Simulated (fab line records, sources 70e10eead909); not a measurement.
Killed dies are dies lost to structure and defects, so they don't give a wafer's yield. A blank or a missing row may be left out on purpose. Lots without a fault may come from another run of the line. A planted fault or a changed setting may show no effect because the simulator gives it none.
fab line records | flow nand_harc
record lots=24 wafers=72 last_day=24
route steps=1159 shown P_CONTACT@236 P_M0@267 P_M1@303 P_M2@340 P_BONDPAD@364
lots that met no fault: from a run of the same line without faults
start_h: hours from the record's first day to the start of the lot's first wafer shown | wait_h: hours since the lot's step before | " the same as in the row above | L1.1+2: a row that stands for several wafers | - no value, or no start given | * or withheld: withheld | < > ~ a bound
route shown NAME@n: a module of which the file shows steps, and the number in the route of the first | usual: mean/standard deviation of fault-free wafers | same: alike in all rows | chamber/n: place in a boat | sites: the reading at each site | _std_site: their standard deviation | _edge_site: outer sites' mean less inner sites' | radius_mm: how far each site lies from the wafer's centre | mask NAME#n: copy n | behind: the tool/chamber that last shaped the wafer | hold: why the lot was held/for how many hours/how that ended | device: the transistor (n, p or np) that didn't switch | end of line: the same wafers' tests at the end of the route | a step without rows: its recipe alone | killed: dies lost to structure and defects at the first sort, not the wafer's yield | map: a wafer's dies, x killed, . not, _ none there
set.NAME: the setting as run; set.NAME@STEP: as run at that earlier step | model.NAME: the simulator's own value behind a step, which no gauge read
steps of the route over a sample of lots; a table a step, a row a wafer
services: from which hour (start_h, from the record's first day; less than 0 if before it) a tool's chamber was out of use, for how many hours, and why
## steps
# step NHARC_P_CONTACT_ETCH_35
# recipe target_depth_a=390 over_etch_frac=0.3 time_s=65 ion_energy_ev=80 cf4_flow_sccm=150 ar_flow_sccm=0 rf_w=300 bias_w=100 chemistry=CF4
# usual drypump_motor_current_A=5.7/0.4 oes_product_au=1.004/0.0074 rf_vpp_V=151.5/1.3 showerhead_plenum_p_Torr=1.78/0.079 throttle_valve_pct=13.283/0.009
# columns lot.wafer tool chamber start_h wait_h drypump_motor_current_A oes_product_au rf_hours_counter_h rf_vpp_V showerhead_plenum_p_Torr throttle_valve_pct
L074.1 rie_diel-06 0 111.70 0.1 5.3 1.001 4 152.2 1.87 13.280
L074.3 " 2 " " 6.2 1.001 5 153.0 1.85 13.284
L074.5 " 3 " " 6.4 1.003 - 149.1 1.66 13.281
L076.4 rie_diel-09 0 118.62 0.1 5.4 1.013 3 151.0 1.82 13.290
L076.2 " 1 " " 5.6 1.024 3 150.6 1.76 13.290
L076.3 " 2 " " 5.7 1.015 3 152.5 1.88 13.279
L075.3 rie_diel-06 2 118.78 0.1 6.2 1.005 5 152.9 1.85 13.288
L075.1 " 3 " " 6.5 1.009 6 150.7 1.66 13.268
L075.2 " 1 " " 5.6 1.015 5 151.2 1.78 13.276
L077.1 rie_diel-06 1 132.55 0.1 5.6 1.020 6 151.6 1.78 13.281
L077.5 " 2 " " 6.2 0.995 - 154.2 1.84 13.282
L077.6 " 3 " " 6.5 0.999 - 149.8 1.66 13.276
L078.4 rie_diel-09 2 140.16 0.1 5.8 1.003 6 151.9 1.88 13.267
L078.6 " 2 " " 5.8 1.007 - 153.3 1.88 13.294
L078.5 " 3 " " 5.5 1.004 - 150.5 1.69 13.284
L079.3 rie_diel-08 1 140.62 0.1 5.7 1.003 3 150.6 1.73 13.265
L079.2 " 2 " " 6.3 0.996 3 152.1 1.88 13.275
L079.1 " 3 " " 5.0 0.997 2 149.8 1.70 13.275
L080.1 rie_diel-09 3 150.52 0.1 5.5 1.007 6 150.4 1.68 13.292
L080.4 " 2 " " 5.7 1.002 - 153.4 1.88 13.279
L080.5 " 3 " " 5.5 1.008 - 149.6 1.68 13.282
L081.4 rie_diel-06 3 154.89 0.1 6.5 1.008 9 149.7 1.66 13.288
L081.1 " 1 " " 5.7 1.008 8 152.7 1.78 13.268
L081.3 " 2 " " 6.2 1.006 9 151.1 1.84 13.286
L083.3 rie_diel-09 3 163.18 0.1 5.5 1.014 8 149.7 1.68 13.298
L083.4 " 1 " " 5.6 1.012 8 151.3 1.76 13.298
L083.6 " 3 " " 5.5 1.003 - 149.8 1.68 13.299
L082.3 rie_diel-06 0 163.69 0.1 5.3 1.007 8 150.9 1.87 13.291
L082.6 " 0 " " 5.3 0.996 - 152.5 1.87 13.287
L082.4 " 3 " " 6.5 1.007 - 150.0 1.66 13.270
L084.1 rie_diel-06 2 180.47 0.1 6.2 0.992 11 152.1 1.84 13.288
L084.5 " 1 " " 5.6 1.005 - 150.0 1.78 13.292
L084.6 " 2 " " 6.2 0.999 - 151.2 1.84 13.269
L085.4 rie_diel-09 3 186.22 0.1 5.5 0.998 10 150.5 1.68 13.264
L085.2 " 1 " " 5.6 1.015 10 150.8 1.76 13.285
L085.6 " 3 " " 5.5 1.001 - 150.2 1.68 13.279
L086.1 rie_diel-06 2 187.63 0.1 6.2 0.997 12 152.7 1.84 13.295
L086.4 " 0 " " 5.3 1.008 10 153.0 1.87 13.291
L086.6 " 2 " " 6.2 1.000 - 152.6 1.84 13.282
L087.3 rie_diel-09 0 192.94 0.1 5.4 1.011 12 152.3 1.82 13.290
L087.4 " 2 " " 5.8 1.009 12 154.0 1.87 13.282
L087.5 " 1 " " 5.6 1.008 - 151.0 1.76 13.287
L088.4 rie_diel-09 3 194.59 0.1 5.6 1.007 11 150.7 1.68 13.271
L088.2 " 0 " " 5.4 1.014 12 151.7 1.82 13.280
L088.6 " 1 " " 5.6 1.024 - 150.1 1.76 13.292
L090.1 rie_diel-06 0 206.75 0.1 5.3 1.008 12 152.7 1.87 13.283
L090.2 " 3 " " 6.4 1.001 14 149.3 1.66 13.266
L090.6 " 3 " " 6.5 0.998 - 150.2 1.66 13.289
L089.4 rie_diel-09 2 207.37 0.1 5.8 0.990 13 151.8 1.87 13.276
L089.2 " 3 " " 5.5 0.997 12 149.5 1.68 13.278
L089.1 " 1 " " 5.6 1.017 13 152.4 1.76 13.276
L091.1 rie_diel-06 2 207.69 0.1 6.2 0.995 14 153.2 1.84 13.292
L091.6 " 2 " " 6.2 1.002 - 152.5 1.84 13.274
L091.5 " 3 " " 6.5 1.009 - 150.2 1.66 13.300
L092.2 rie_diel-06 0 217.51 0.1 5.3 1.006 13 152.4 1.87 13.273
L092.4 " 1 " " 5.6 0.999 14 151.3 1.78 13.282
L092.3 " 2 " " 6.2 1.000 15 153.4 1.84 13.279
L093.3 rie_diel-09 2 218.85 0.1 5.7 1.003 14 151.9 1.87 13.272
L093.1 " 3 " " 5.5 1.005 14 150.3 1.68 13.288
L093.2 " 1 " " 5.6 1.015 15 151.8 1.76 13.286
L094.2 rie_diel-06 1 231.41 0.1 5.6 1.002 16 151.1 1.78 13.288
L094.1 " 2 " " 6.2 0.995 16 153.0 1.84 13.279
L094.6 " 3 " " 6.4 0.993 - 149.2 1.66 13.278
L095.2 rie_diel-06 1 237.97 0.1 5.6 0.999 16 151.6 1.77 13.289
L095.1 " 2 " " 6.2 0.998 16 152.8 1.84 13.298
L095.3 " 3 " " 6.5 0.995 17 149.0 1.66 13.282
L097.3 rie_diel-09 0 238.39 0.1 5.4 1.006 18 152.5 1.82 13.297
L097.4 " 2 " " 5.8 1.005 17 151.6 1.87 13.276
L097.6 " 0 " " 5.4 1.005 - 151.6 1.82 13.274
L096.2 rie_diel-09 1 239.42 0.1 5.6 1.007 17 150.8 1.76 13.276
L096.6 " 0 " " 5.4 0.991 - 153.6 1.82 13.289
L096.5 " 1 " " 5.6 0.998 - 152.0 1.76 13.298
# step NHARC_P_M0_ETCH_34
# recipe target_depth_a=400 overetch_a=120 time_s=43.94 ion_energy_ev=200 n2_flow_sccm=150 h2_flow_sccm=150 ar_flow_sccm=0 rf_w=400 bias_w=150 chemistry=N2/H2
# usual drypump_motor_current_A=5.7/0.42 oes_product_au=1.001/0.0076 rf_vpp_V=430.3/2.5 showerhead_plenum_p_Torr=2.03/0.086 throttle_valve_pct=14.171/0.0089
# columns lot.wafer tool chamber start_h wait_h drypump_motor_current_A oes_product_au rf_hours_counter_h rf_vpp_V showerhead_plenum_p_Torr throttle_valve_pct
L074.1 rie_diel-07 1 115.94 0.1 5.9 1.000 3 428.0 1.96 14.187
L074.3 " 2 " " 5.5 1.001 4 431.3 2.06 14.171
L074.5 " 2 " " 5.5 0.999 - 430.0 2.06 14.159
L076.2 rie_diel-11 1 126.67 0.1 5.6 0.990 6 430.2 2.09 14.175
L076.4 " 3 " " 5.7 1.007 6 432.3 2.11 14.175
L076.3 " 0 " " 6.2 1.003 6 426.7 1.92 14.176
L075.3 rie_diel-02 1 126.91 0.1 5.7 1.008 9 429.1 2.04 14.170
L075.1 " 2 " " 5.4 1.009 10 427.1 1.97 14.164
L075.2 " 3 " " 4.7 1.003 10 429.8 2.06 14.160
L077.1 rie_diel-02 0 136.57 0.1 5.9 1.005 9 428.2 1.91 14.179
L077.5 " 0 " " 5.9 1.005 - 426.1 1.91 14.164
L077.6 " 1 " " 5.7 0.998 - 429.8 2.04 14.176
L078.4 rie_diel-07 0 144.24 0.1 5.8 0.997 5 431.7 2.14 14.170
L078.6 " 3 " " 6.2 1.010 - 432.4 2.14 14.168
L078.5 " 0 " " 5.8 1.003 - 432.8 2.14 14.173
L079.3 rie_diel-07 0 144.82 0.1 5.8 1.007 5 434.4 2.14 14.171
L079.1 " 2 " " 5.5 0.988 5 430.8 2.06 14.165
L079.2 " 3 " " 6.2 1.006 6 434.2 2.14 14.180
L080.4 rie_diel-07 1 158.58 0.1 6.0 1.002 6 428.3 1.96 14.155
L080.1 " 0 " " 5.7 1.001 6 433.7 2.14 14.166
L080.5 " 2 " " 5.5 0.995 - 432.2 2.06 14.180
L081.3 rie_diel-07 0 159.55 0.1 5.8 0.991 6 433.8 2.14 14.161
L081.4 " 1 " " 6.0 0.990 6 427.7 1.96 14.161
L081.1 " 2 " " 5.5 0.993 6 430.9 2.06 14.198
L083.3 rie_diel-02 0 170.79 0.1 5.9 1.009 1 425.8 1.91 14.174
L083.4 " 1 " " 5.7 1.002 1 429.7 2.03 14.175
L083.6 " 0 " " 5.9 1.007 - 428.0 1.91 14.169
L082.4 rie_diel-02 2 171.13 0.1 5.4 1.003 1 428.3 1.97 14.168
L082.3 " 1 " " 5.7 0.990 1 429.4 2.03 14.176
L082.6 " 2 " " 5.3 0.999 - 426.7 1.97 14.156
L084.1 rie_diel-07 3 188.61 0.1 6.2 1.005 8 433.0 2.14 14.165
L084.5 " 1 " " 5.9 0.987 - 429.1 1.96 14.180
L084.6 " 2 " " 5.5 0.989 - 430.6 2.06 14.185
L085.4 rie_diel-02 0 192.86 0.1 5.9 1.011 2 426.9 1.91 14.190
L085.2 " 1 " " 5.7 0.989 2 431.6 2.03 14.176
L085.6 " 0 " " 5.9 1.000 - 427.1 1.91 14.172
L086.1 rie_diel-07 3 196.11 0.1 6.2 0.993 9 433.2 2.14 14.183
L086.4 " 1 " " 6.0 0.999 9 427.9 1.96 14.165
L086.6 " 2 " " 5.5 0.996 - 432.0 2.06 14.185
L087.4 rie_diel-11 3 198.86 0.1 5.7 1.014 0 431.8 2.11 14.176
L087.3 " 1 " " 5.7 1.009 0 434.3 2.09 14.172
L087.5 " 3 " " 5.7 1.014 - 434.2 2.11 14.190
L088.4 rie_diel-11 0 199.48 0.1 6.1 1.003 0 428.0 1.92 14.166
L088.2 " 1 " " 5.6 0.987 0 431.0 2.09 14.167
L088.6 " 0 " " 6.2 1.004 - 426.1 1.92 14.180
L090.2 rie_diel-11 2 212.10 0.1 6.4 0.999 1 427.1 1.90 14.170
L090.1 " 1 " " 5.6 0.997 1 432.6 2.09 14.192
L090.6 " 2 " " 6.4 1.001 - 428.0 1.90 14.169
L091.1 rie_diel-02 2 212.59 0.1 5.4 0.995 4 428.7 1.97 14.166
L091.5 " 3 " " 4.7 1.004 - 430.5 2.05 14.172
L091.6 " 0 " " 5.9 0.990 - 426.6 1.91 14.160
L089.2 rie_diel-07 3 213.13 0.1 6.2 0.998 10 434.3 2.14 14.184
L089.1 " 0 " " 5.7 0.999 9 435.0 2.14 14.169
L089.4 " 2 " " 5.5 0.984 - 430.2 2.06 14.172
L092.4 rie_diel-02 3 221.55 0.1 4.8 0.999 4 431.8 2.05 14.182
L092.2 " 0 " " 5.9 1.003 4 427.9 1.91 14.158
L092.3 " 2 " " 5.4 1.000 4 429.0 1.97 14.179
L093.2 rie_diel-07 0 222.88 0.1 5.7 1.005 10 434.8 2.14 14.160
L093.1 " 1 " " 6.0 1.004 10 429.3 1.96 14.186
L093.3 " 3 " " 6.2 0.998 11 433.8 2.14 14.169
L094.2 rie_diel-02 3 238.49 0.1 4.8 1.009 5 429.9 2.05 14.186
L094.1 " 0 " " 5.9 1.006 5 427.2 1.91 14.174
L094.6 " 0 " " 5.9 1.016 - 427.0 1.91 14.179
L095.3 rie_diel-07 3 242.68 0.1 6.2 0.998 0 433.2 2.14 14.170
L095.2 " 1 " " 5.9 0.995 0 428.8 1.96 14.166
L095.1 " 2 " " 5.5 1.011 0 431.0 2.06 14.192
L097.4 rie_diel-11 0 243.75 0.1 6.2 1.003 4 427.3 1.91 14.168
L097.3 " 1 " " 5.6 0.999 3 432.7 2.09 14.167
L097.6 " 0 " " 6.1 1.006 - 427.4 1.91 14.173
L096.2 rie_diel-11 3 244.22 0.1 5.7 1.003 4 432.2 2.11 14.173
L096.5 " 2 " " 6.4 1.009 - 426.8 1.90 14.163
L096.6 " 3 " " 5.7 1.009 - 431.2 2.11 14.169
# step NHARC_P_M0_PVD_20
# recipe target_thk_a=50 bias_v=168.6 power_w=15000 chamber_pressure_pa=0.12 time_s=8.06 substrate_temp_c=50 material=TaN
# usual chamber_pressure_pa=0.11997/0.00023 throttle_valve_pct=30.1/0.78
# columns lot.wafer tool chamber start_h wait_h chamber_pressure_pa throttle_valve_pct
L074.1 pvd_sputter-01 - - - 0.11968 30.1
L074.3 " - " " 0.11986 30.2
L074.5 " - " " 0.1194 30.3
L076.2 pvd_sputter-02 - - - 0.12018 31.2
L076.4 " - " " 0.11985 28.8
L076.3 " - " " 0.12038 30.0
L075.1 pvd_sputter-03 - - - 0.11992 28.9
L075.2 " - " " 0.12035 28.8
L075.3 " - " " 0.12003 30.6
L077.1 pvd_sputter-01 - - - 0.12023 31.7
L077.5 " - " " 0.1202 30.2
L077.6 " - " " 0.12001 30.2
L078.4 pvd_sputter-03 - - - 0.11993 30.6
L078.5 " - " " 0.12022 30.3
L078.6 " - " " 0.11976 30.4
L079.1 pvd_sputter-01 - - - 0.12025 31.5
L079.2 " - " " 0.11946 30.1
L079.3 " - " " 0.11984 30.4
L080.4 pvd_sputter-03 - - - 0.1198 30.6
L080.1 " - " " 0.11996 30.0
L080.5 " - " " 0.12021 30.3
L081.1 pvd_sputter-02 - - - 0.11992 31.0
L081.3 " - " " 0.1198 29.1
L081.4 " - " " 0.1201 29.9
L083.4 pvd_sputter-03 - - - 0.11986 30.3
L083.3 " - " " 0.11984 28.8
L083.6 " - " " 0.11981 30.1
L082.3 pvd_sputter-01 - - - 0.12013 30.7
L082.4 " - " " 0.12011 29.6
L082.6 " - " " 0.12034 30.6
L084.1 pvd_sputter-01 - - - 0.11983 30.0
L084.6 " - " " 0.12027 29.8
L084.5 " - " " 0.12004 30.5
L085.4 pvd_sputter-03 - - - 0.11977 30.3
L085.2 " - " " 0.1199 30.2
L085.6 " - " " 0.12017 28.5
L086.1 pvd_sputter-03 - - - 0.12005 28.8
L086.4 " - " " 0.12026 28.8
L086.6 " - " " 0.12025 30.5
L087.3 pvd_sputter-03 - - - 0.11971 30.2
L087.4 " - " " 0.12025 29.2
L087.5 " - " " 0.11982 30.7
L088.2 pvd_sputter-01 - - - 0.11985 30.0
L088.4 " - " " 0.12008 30.5
L088.6 " - " " 0.12003 30.4
L090.1 pvd_sputter-02 - - - 0.11997 30.1
L090.2 " - " " 0.1198 31.1
L090.6 " - " " 0.12007 29.9
L091.1 pvd_sputter-02 - - - 0.12017 30.9
L091.5 " - " " 0.12006 31.2
L091.6 " - " " 0.11996 29.1
L089.1 pvd_sputter-01 - - - 0.11969 29.9
L089.2 " - " " 0.1198 30.7
L089.4 " - " " 0.12046 29.9
L092.2 pvd_sputter-03 - - - 0.12019 28.7
L092.4 " - " " 0.11987 30.5
L092.3 " - " " 0.12027 30.2
L093.3 pvd_sputter-01 - - - 0.12028 30.8
L093.1 " - " " 0.11969 30.0
L093.2 " - " " 0.11971 30.3
L094.1 pvd_sputter-03 - - - 0.11968 29.0
L094.2 " - " " 0.11964 30.2
L094.6 " - " " 0.11977 28.7
L095.1 pvd_sputter-02 - - - 0.12025 31.8
L095.3 " - " " 0.12002 28.7
L095.2 " - " " 0.11967 30.2
L097.3 pvd_sputter-03 - - - 0.1198 30.5
L097.4 " - " " 0.1197 30.4
L097.6 " - " " 0.12017 28.8
L096.2 pvd_sputter-01 - - - 0.12001 30.7
L096.5 " - " " 0.12006 30.7
L096.6 " - " " 0.12019 30.4
# step NHARC_P_M1_ETCH_28
# recipe target_depth_a=300 over_etch_frac=0.3 time_s=72.99 ion_energy_ev=150 cf4_flow_sccm=50 n2_flow_sccm=100 ar_flow_sccm=150 rf_w=300 bias_w=100 chemistry=CF4/N2
# usual drypump_motor_current_A=5.46/0.27 oes_product_au=1.001/0.008 rf_vpp_V=315.4/1.9 showerhead_plenum_p_Torr=2.69/0.093 throttle_valve_pct=19.792/0.0082
# columns lot.wafer tool chamber start_h wait_h drypump_motor_current_A oes_product_au rf_hours_counter_h rf_vpp_V showerhead_plenum_p_Torr throttle_valve_pct
L074.3 rie_diel-12 2 - - 5.77 1.012 5 315.6 2.77 19.799
L074.1 " 3 " " 4.86 1.006 6 315.5 2.71 19.799
L074.5 " 3 " " 4.87 1.011 - 314.5 2.71 19.796
L076.3 rie_diel-10 1 - - 5.54 0.990 3 317.1 2.74 19.775
L076.4 " 2 " " 5.54 0.995 3 313.1 2.58 19.793
L076.2 " 3 " " 5.35 0.996 3 310.8 2.52 19.789
L075.2 rie_diel-12 2 131.80 0.3 5.80 1.000 6 318.9 2.77 19.792
L075.1 " 0 " " 5.66 1.011 7 317.4 2.82 19.793
L075.3 " 0 " " 5.68 1.004 - 316.8 2.82 19.787
L077.1 rie_diel-12 1 - - 5.41 1.008 6 315.4 2.70 19.798
L077.5 " 2 " " 5.80 1.006 - 316.8 2.76 19.772
L077.6 " 0 " " 5.69 1.001 - 315.9 2.82 19.806
L078.4 rie_diel-03 0 149.04 0.3 5.28 0.989 - 312.3 2.57 19.793
L078.5 " 0 " " 5.27 0.992 - 310.9 2.57 19.784
L078.6 " 1 " " 5.56 1.005 - 315.4 2.70 19.791
L079.3 rie_diel-12 1 - - 5.38 1.002 7 316.1 2.70 19.797
L079.1 " 2 " " 5.73 1.006 8 316.8 2.76 19.802
L079.2 " 0 " " 5.58 1.001 9 316.7 2.82 19.789
L080.4 rie_diel-10 0 - - 5.76 1.011 4 312.4 2.55 19.791
L080.1 " 2 " " 5.55 1.008 4 311.4 2.58 19.795
L080.5 " 1 " " 5.55 1.010 - 317.2 2.74 19.793
L081.3 rie_diel-12 2 - - 5.80 1.002 10 316.2 2.76 19.778
L081.4 " 3 " " 4.87 1.004 8 316.2 2.71 19.792
L081.1 " 0 " " 5.70 1.003 11 318.2 2.82 19.795
L083.3 rie_diel-03 2 - - 5.44 0.995 10 316.0 2.74 19.802
L083.4 " 3 " " 4.92 0.995 6 318.0 2.76 19.800
L083.6 " 3 " " 4.93 0.999 - 317.6 2.76 19.800
L082.4 rie_diel-12 0 - - 5.68 1.000 11 317.4 2.82 19.793
L082.3 " 2 " " 5.75 1.004 10 318.5 2.76 19.797
L082.6 " 0 " " 5.65 0.997 - 318.7 2.82 19.800
L084.1 rie_diel-10 0 - - 5.71 0.990 0 313.1 2.55 19.785
L084.6 " 1 " " 5.56 1.003 - 315.8 2.74 19.793
L084.5 " 2 " " 5.52 1.007 - 312.2 2.58 19.795
L085.4 rie_diel-03 0 - - 5.25 0.988 11 313.0 2.57 19.798
L085.2 " 3 " " 4.95 0.996 7 317.0 2.76 19.794
L085.6 " 1 " " 5.57 1.000 - 314.7 2.70 19.798
L086.1 rie_diel-03 1 - - 5.58 0.999 12 316.4 2.70 19.791
L086.4 " 2 " " 5.48 0.982 12 316.4 2.74 19.770
L086.6 " 2 " " 5.44 0.985 - 317.6 2.74 19.779
L087.4 rie_diel-03 0 - - 5.30 0.980 12 313.5 2.57 19.801
L087.3 " 1 " " 5.54 0.994 13 316.6 2.70 19.792
L087.5 " 1 " " 5.56 1.001 - 316.4 2.70 19.790
L088.4 rie_diel-03 1 - - 5.56 1.001 13 316.5 2.70 19.788
L088.2 " 2 " " 5.45 0.999 12 317.3 2.74 19.800
L088.6 " 3 " " 4.97 0.996 - 316.9 2.76 19.814
L090.1 rie_diel-12 3 - - 4.85 1.014 1 316.8 2.71 19.791
L090.2 " 0 " " 5.72 0.997 1 317.8 2.82 19.795
L090.6 " 0 " " 5.65 1.012 - 318.1 2.82 19.789
L091.1 rie_diel-12 3 - - 4.84 1.011 1 315.5 2.71 19.797
L091.6 " 3 " " 4.86 1.013 - 315.3 2.71 19.788
L091.5 " 0 " " 5.62 1.008 - 315.4 2.82 19.787
L089.4 rie_diel-12 1 - - 5.40 1.002 1 315.4 2.69 19.800
L089.2 " 2 " " 5.83 0.994 1 316.6 2.76 19.795
L089.1 " 3 " " 4.89 1.003 1 315.7 2.71 19.795
L092.2 rie_diel-10 0 - - 5.73 0.994 1 313.5 2.55 19.783
L092.4 " 1 " " 5.56 1.005 1 316.1 2.74 19.781
L092.3 " 2 " " 5.52 0.988 1 312.8 2.58 19.782
L093.3 rie_diel-10 3 - - 5.34 1.004 1 313.1 2.51 19.787
L093.1 " 1 " " 5.55 1.021 2 314.9 2.74 19.799
L093.2 " 2 " " 5.56 0.994 1 314.0 2.58 19.796
L094.1 rie_diel-03 0 - - 5.28 1.000 1 314.0 2.57 19.784
L094.2 " 1 " " 5.58 1.008 1 316.2 2.70 19.800
L094.6 " 3 " " 4.95 0.997 - 315.3 2.76 19.791
L095.2 rie_diel-03 1 - - 5.57 0.997 1 315.9 2.70 19.788
L095.1 " 3 " " 4.96 0.999 1 316.6 2.76 19.781
L095.3 " 0 " " 5.30 0.988 1 313.3 2.56 19.810
L097.4 rie_diel-10 0 - - 5.76 1.015 2 312.7 2.55 19.808
L097.3 " 1 " " 5.55 1.018 2 317.3 2.74 19.804
L097.6 " 2 " " 5.56 0.999 - 314.3 2.58 19.799
L096.2 rie_diel-12 3 - - 4.87 1.001 4 315.4 2.70 19.796
L096.5 " 0 " " 5.65 1.003 - 317.0 2.81 19.792
L096.6 " 1 " " 5.40 0.986 - 313.5 2.69 19.778
# step NHARC_P_M2_PVD_20
# recipe target_thk_a=50 bias_v=168.6 power_w=15000 chamber_pressure_pa=0.12 time_s=8.06 substrate_temp_c=50 material=TaN
# usual chamber_pressure_pa=0.11997/0.00023 throttle_valve_pct=29.9/0.78
# columns lot.wafer tool chamber start_h wait_h chamber_pressure_pa throttle_valve_pct
L074.3 pvd_sputter-03 - - - 0.12001 29.2
L074.1 " - " " 0.11994 29.2
L074.5 " - " " 0.11996 29.0
L076.3 pvd_sputter-03 - - - 0.12014 30.4
L076.4 " - " " 0.11986 30.2
L076.2 " - " " 0.1203 28.6
L075.1 pvd_sputter-01 - - - 0.11984 30.1
L075.3 " - " " 0.11959 31.7
L075.2 " - " " 0.12006 30.3
L077.1 pvd_sputter-01 - - - 0.11967 30.0
L077.5 " - " " 0.12004 30.5
L077.6 " - " " 0.11989 30.2
L078.4 pvd_sputter-01 - - - 0.11988 30.4
L078.6 " - " " 0.1201 30.3
L078.5 " - " " 0.12018 30.3
L079.2 pvd_sputter-03 - - - 0.12041 30.6
L079.3 " - " " 0.12038 28.8
L079.1 " - " " 0.1203 29.0
L080.4 pvd_sputter-02 - - - 0.11973 29.9
L080.1 " - " " 0.12004 31.3
L080.5 " - " " 0.11986 28.9
L081.4 pvd_sputter-03 - - - 0.11937 28.9
L081.3 " - " " 0.11983 30.0
L081.1 " - " " 0.11976 28.8
L083.4 pvd_sputter-03 - - - 0.12028 30.5
L083.3 " - " " 0.1197 28.7
L083.6 " - " " 0.12024 30.4
L082.4 pvd_sputter-03 - - - 0.12003 30.3
L082.3 " - " " 0.1203 30.4
L082.6 " - " " 0.1198 30.3
L084.1 pvd_sputter-02 - - - 0.12039 31.2
L084.6 " - " " 0.11986 30.4
L084.5 " - " " 0.11999 30.0
L085.4 pvd_sputter-01 - - - 0.11957 29.6
L085.2 " - " " 0.11984 30.9
L085.6 " - " " 0.11993 30.6
L086.4 pvd_sputter-03 - - - 0.12006 30.3
L086.1 " - " " 0.11983 30.6
L086.6 " - " " 0.12013 30.5
L087.4 pvd_sputter-03 - - - 0.12028 30.5
L087.3 " - " " 0.11985 28.7
L087.5 " - " " 0.12028 30.4
L088.4 pvd_sputter-02 - - - 0.12 30.8
L088.2 " - " " 0.12006 29.0
L088.6 " - " " 0.12008 30.9
L090.2 pvd_sputter-03 - - - 0.11975 28.6
L090.1 " - " " 0.11995 28.8
L090.6 " - " " 0.12004 30.8
L091.1 pvd_sputter-01 - - - 0.12029 29.8
L091.5 " - " " 0.12012 29.8
L091.6 " - " " 0.12007 30.7
L089.2 pvd_sputter-01 - - - 0.11993 30.5
L089.4 " - " " 0.11988 30.7
L089.1 " - " " 0.12 29.8
L092.4 pvd_sputter-03 - - - 0.11999 28.8
L092.3 " - " " 0.11998 30.3
L092.2 " - " " 0.11962 30.1
L093.2 pvd_sputter-03 - - - 0.11997 30.6
L093.1 " - " " 0.12025 30.5
L093.3 " - " " 0.11971 28.9
L094.1 pvd_sputter-02 - - - 0.11996 30.3
L094.2 " - " " 0.11983 31.8
L094.6 " - " " 0.11958 29.8
L095.2 pvd_sputter-01 - - - 0.11996 29.8
L095.3 " - " " 0.11955 30.1
L095.1 " - " " 0.11988 30.8
L097.4 pvd_sputter-03 - - - 0.11994 28.7
L097.3 " - " " 0.11991 28.6
L097.6 " - " " 0.11938 30.9
L096.2 pvd_sputter-03 - - - 0.11995 28.8
L096.5 " - " " 0.12008 28.8
L096.6 " - " " 0.11985 30.6
# step NHARC_P_BONDPAD_CD_MEAS_09
# recipe target_cd_nm=500 landing_energy_ev=500
# usual cd_nm=500.5/1.5
# columns lot.wafer tool chamber start_h wait_h cd_nm
L074.1 cd_sem-02 0 128.91 - 498.8
L074.3 " 0 " " 500.0
L074.5 " 0 " " 500.2
L076.2 cd_sem-02 0 139.30 - 500.3
L076.3 " 0 " " 499.9
L076.4 " 0 " " 500.1
L075.1 cd_sem-02 0 139.77 - 498.1
L075.2 " 0 " " 499.3
L075.3 " 0 " " 498.3
L077.1 cd_sem-02 0 149.60 - 499.7
L077.5 " 0 " " 501.6
L077.6 " 0 " " 500.8
L078.4 cd_sem-02 0 156.86 - 503.4
L078.5 " 0 " " 501.7
L078.6 " 0 " " 503.3
L079.1 cd_sem-02 0 157.49 - 500.5
L079.2 " 0 " " 501.3
L079.3 " 0 " " 500.0
L080.1 cd_sem-01 0 171.08 - 502.4
L080.4 " 0 " " 501.1
L080.5 " 0 " " 503.1
L081.1 cd_sem-01 0 172.30 - 501.4
L081.3 " 0 " " 503.8
L081.4 " 0 " " 501.8
L083.3 cd_sem-01 0 183.41 - 498.7
L083.4 " 0 " " 499.0
L083.6 " 0 " " 497.8
L082.3 cd_sem-02 0 184.17 - 501.8
L082.4 " 0 " " 501.2
L082.6 " 0 " " 501.6
L084.1 cd_sem-02 0 200.96 - 500.3
L084.5 " 0 " " 500.1
L084.6 " 0 " " 500.2
L085.2 cd_sem-02 0 205.31 - 500.5
L085.4 " 0 " " 502.0
L085.6 " 0 " " 501.5
L086.1 cd_sem-01 0 209.15 - 501.9
L086.4 " 0 " " 501.4
L086.6 " 0 " " 501.1
L087.3 cd_sem-03 0 212.29 - 501.6
L087.4 " 0 " " 499.0
L087.5 " 0 " " 499.4
L088.2 cd_sem-02 0 213.13 - 501.3
L088.4 " 0 " " 502.4
L088.6 " 0 " " 503.2
L090.1 cd_sem-02 0 224.56 - 499.2
L090.2 " 0 " " 501.2
L090.6 " 0 " " 500.5
L091.1 cd_sem-01 0 225.34 - 498.4
L091.5 " 0 " " 498.6
L091.6 " 0 " " 498.0
L089.1 cd_sem-02 0 226.13 - 502.1
L089.2 " 0 " " 501.7
L089.4 " 0 " " 500.8
L092.2 cd_sem-03 0 234.28 - 501.3
L092.3 " 0 " " 502.3
L092.4 " 0 " " 501.3
L093.1 cd_sem-02 0 235.69 - 497.4
L093.2 " 0 " " 498.8
L093.3 " 0 " " 498.5
L094.1 cd_sem-02 0 251.16 - 500.0
L094.2 " 0 " " 498.8
L094.6 " 0 " " 498.6
L095.1 cd_sem-03 0 255.74 - 498.0
L095.2 " 0 " " 498.6
L095.3 " 0 " " 500.5
L097.3 cd_sem-01 0 256.63 - 501.1
L097.4 " 0 " " 498.5
L097.6 " 0 " " 500.7
L096.2 cd_sem-01 0 257.08 - 499.5
L096.5 " 0 " " 499.3
L096.6 " 0 " " 501.0
## services
# columns tool chamber start_h hours kind
rie_diel-06 0 91.30 8.9 repair
rie_diel-09 3 93.82 2.2 repair
rie_diel-12 2 96.04 3.3 repair
pvd_sputter-03 - 102.00 10.0 pm
rie_diel-12 1 117.41 19.6 repair
rie_diel-12 3 124.57 32.5 repair
pvd_sputter-02 - 125.19 1.9 repair
rie_diel-12 - 132.07 0.2 repair
rie_diel-09 1 140.88 12.4 repair
rie_diel-06 1 160.29 4.1 repair
pvd_sputter-01 - 175.48 5.0 repair
pvd_sputter-03 - 176.54 1.5 repair
rie_diel-12 1 185.21 3.9 repair
rie_diel-09 3 196.36 2.8 repair
rie_diel-06 2 198.31 8.6 repair
pvd_sputter-02 - 199.40 1.1 repair
rie_diel-12 - 202.41 9.0 pm
rie_diel-07 1 207.07 8.9 repair
pvd_sputter-02 - 214.00 10.0 pm
rie_diel-07 - 228.26 9.0 pm
pvd_sputter-02 - 232.15 3.7 repair
rie_diel-06 - 241.20 9.0 pm
rie_diel-09 2 245.77 8.4 repair
pvd_sputter-02 - 250.75 45.5 repair
## key
fault none
